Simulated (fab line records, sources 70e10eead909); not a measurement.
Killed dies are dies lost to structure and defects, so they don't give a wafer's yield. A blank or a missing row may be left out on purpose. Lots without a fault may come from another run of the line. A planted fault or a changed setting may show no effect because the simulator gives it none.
Chamber matching | flow nand_harc | NHARC_P_GATE_DESCUM_61 on rie_diel-11: 4 sister chambers
The step chemistry O2, time 3 s. 4 wafers are shown with their chamber, then 10 later ones without.

WAFERS WITH THEIR CHAMBER
wafer  | chamber | drypump_motor_current_A (A)
L076.2 | 1       | 5.78
L086.5 | 0       | 5.65
L088.1 | 2       | 5.20
L088.4 | 3       | 5.12

WAFERS WITHOUT THEIR CHAMBER
wafer  | drypump_motor_current_A (A)
L088.5 | 5.66
L091.2 | 5.77
L091.3 | 5.14
L091.4 | 5.22
L095.2 | 5.60
L095.3 | 5.19
L095.6 | 5.11
L097.2 | 5.13
L097.3 | 5.61
L097.5 | 5.13

WHICH CHAMBER EACH WENT THROUGH
wafer  | from the rows above     | in truth
L088.5 | 0                       | 0
L091.2 | 1                       | 1
L091.3 | can't be placed: 3 or 2 | 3
L091.4 | 2                       | 2
L095.2 | 0                       | 0
L095.3 | 2                       | 2
L095.6 | 3                       | 3
L097.2 | 3                       | 3
L097.3 | 0                       | 0
L097.5 | 3                       | 3
Placed correctly: 9 of 10. Can't be placed from these rows: 1 (the true chamber is among the candidates in 1). Placed wrongly: 0.
How it was worked out, from the rows above alone: a wafer's distance from a chamber is the root of the sum, over the readings, of the square of ((its reading less the chamber's mean) divided by the reading's scatter). The wafer belongs to the nearest chamber; if the next one is less than 2 further off, it can't be placed. A chamber's mean is the mean of its shown wafers. The scatter: with one shown wafer a chamber, the root of the mean of the squares of how far each hidden wafer lies from its nearest shown one.
